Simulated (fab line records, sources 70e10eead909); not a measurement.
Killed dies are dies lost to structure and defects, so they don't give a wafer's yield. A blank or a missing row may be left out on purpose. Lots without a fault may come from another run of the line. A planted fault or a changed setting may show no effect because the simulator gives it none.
Which tool did it? | flow nand_harc | 10 lots, 30 wafers sampled, at 4 steps of a route of 1302

WHAT THE GAUGES READ, wafer by wafer
NHARC_END_WLT_00.
lot  | measured     | on        | VT_DECK2_MEDIAN_NEAR_BOTTOM
L398 | day 25 20:12 | prober-02 | 0.878 0.878 0.872
L400 | day 26 15:10 | prober-02 | 0.874 0.863 0.861
L407 | day 30 15:29 | prober-01 | 1.055 1.050 1.041
L408 | day 30 11:55 | prober-02 | 1.060 1.040 1.057
L410 | day 30 20:09 | prober-02 | 0.868 0.870 0.869
L411 | day 31 03:29 | prober-02 | 0.860 0.871 0.875
L412 | day 32 04:29 | prober-01 | 0.874 0.852 0.862
L413 | day 32 14:15 | prober-01 | 0.871 0.874 0.866
L416 | day 34 02:35 | prober-02 | 0.879 0.884 0.887
L415 | day 34 02:35 | prober-01 | 0.879 0.871 0.874

WHICH TOOL RAN EACH LOT (tool, then ch and the chambers of the sampled wafers, then the start)
lot  | NHARC_A_CHANNEL_FILL_D2_ALD_15                 | NHARC_A_CHANNEL_FILL_D2_ETCHBACK_19 | NHARC_A_CHANNEL_FILL_D2_CVD_05
L398 | ald_sin_batch-02 ch 0, day 16 08:13 or earlier | rie_si-01 ch 0,2,3, day 16 08:13    | lpcvd_poly-01 ch 0, day 16 10:59
L400 | ald_sin_batch-03 ch 0, day 16 05:13            | rie_si-04 ch 0,1,3, day 16 18:42    | lpcvd_poly-03 ch 0, day 16 22:41
L407 | ald_sin_batch-02 ch 0, day 20 15:52 or earlier | rie_si-04 ch 0,2,3, day 20 15:52    | lpcvd_poly-03 ch 0, day 20 18:31
L408 | ald_sin_batch-02 ch 0, day 20 15:51 or earlier | rie_si-01 ch 1,3, day 20 15:51      | lpcvd_poly-03 ch 0, day 20 18:31
L410 | ald_sin_batch-01 ch 0, day 21 12:58 or earlier | rie_si-01 ch 1,3, day 21 12:58      | lpcvd_poly-02 ch 0, day 21 15:37
L411 | ald_sin_batch-03 ch 0, day 21 12:58 or earlier | rie_si-02 ch 0,1,2, day 21 12:58    | lpcvd_poly-02 ch 0, day 21 15:37
L412 | ald_sin_batch-02 ch 0, day 22 08:10 or earlier | rie_si-04 ch 1,3, day 22 08:10      | lpcvd_poly-02 ch 0, day 22 10:54
L413 | ald_sin_batch-02 ch 0, day 22 22:19 or earlier | rie_si-02 ch 0,2,3, day 22 22:19    | lpcvd_poly-02 ch 0, day 23 00:55
L416 | ald_sin_batch-01 ch 0, day 24 07:37 or earlier | rie_si-02 ch 0,3, day 24 07:37      | lpcvd_poly-03 ch 0, day 24 10:19
L415 | ald_sin_batch-01 ch 0, day 24 07:40 or earlier | rie_si-04 ch 0,2,3, day 24 07:40    | lpcvd_poly-03 ch 0, day 24 10:19
- NHARC_A_CHANNEL_FILL_D2_ALD_15: deposits SiNx, target thk 2 nm, pulse time 60 s, ald cycles 19.
- NHARC_A_CHANNEL_FILL_D2_ETCHBACK_19: etches the open film in HBr/Cl2, target depth 5 nm, time 1.7 s.
- NHARC_A_CHANNEL_FILL_D2_CVD_05: deposits poly-Si, target thk 5 nm.

THE ANSWER, worked out from the rows above alone
Rule: what is usual is taken from the lots themselves. Put in order of their means at a reading, lots are off if they are a third of the lots or fewer, leave a main group of 4 or more, and stand apart from it by a gap of 3 or more times the standard deviation of the main group's means; of several such gaps the widest counts. A main group whose means are all the same, to the digits that the tables above print for the reading, isn't used. A lot without any number at a reading at which 4 lots or more have one is off too. The other lots that the step has rows for count as sound.
Off: L407, L408, at NHARC_END_WLT_00 (VT_DECK2_MEDIAN_NEAR_BOTTOM). The main group: mean 0.871, standard deviation 0.0061.
A tool fits if, at a process step before that reading, it ran every lot that is off, and no sound lot after the first of them. The gauges at NHARC_END_WLT_00 are tried like those tools. NHARC_A_CHANNEL_FILL_D2_ALD_15 gives no start for some lots, so the hours and the order of its lots are those of NHARC_A_CHANNEL_FILL_D2_ETCHBACK_19. None of those tried fits.

WHAT THE SIMULATOR HAD PUT IN
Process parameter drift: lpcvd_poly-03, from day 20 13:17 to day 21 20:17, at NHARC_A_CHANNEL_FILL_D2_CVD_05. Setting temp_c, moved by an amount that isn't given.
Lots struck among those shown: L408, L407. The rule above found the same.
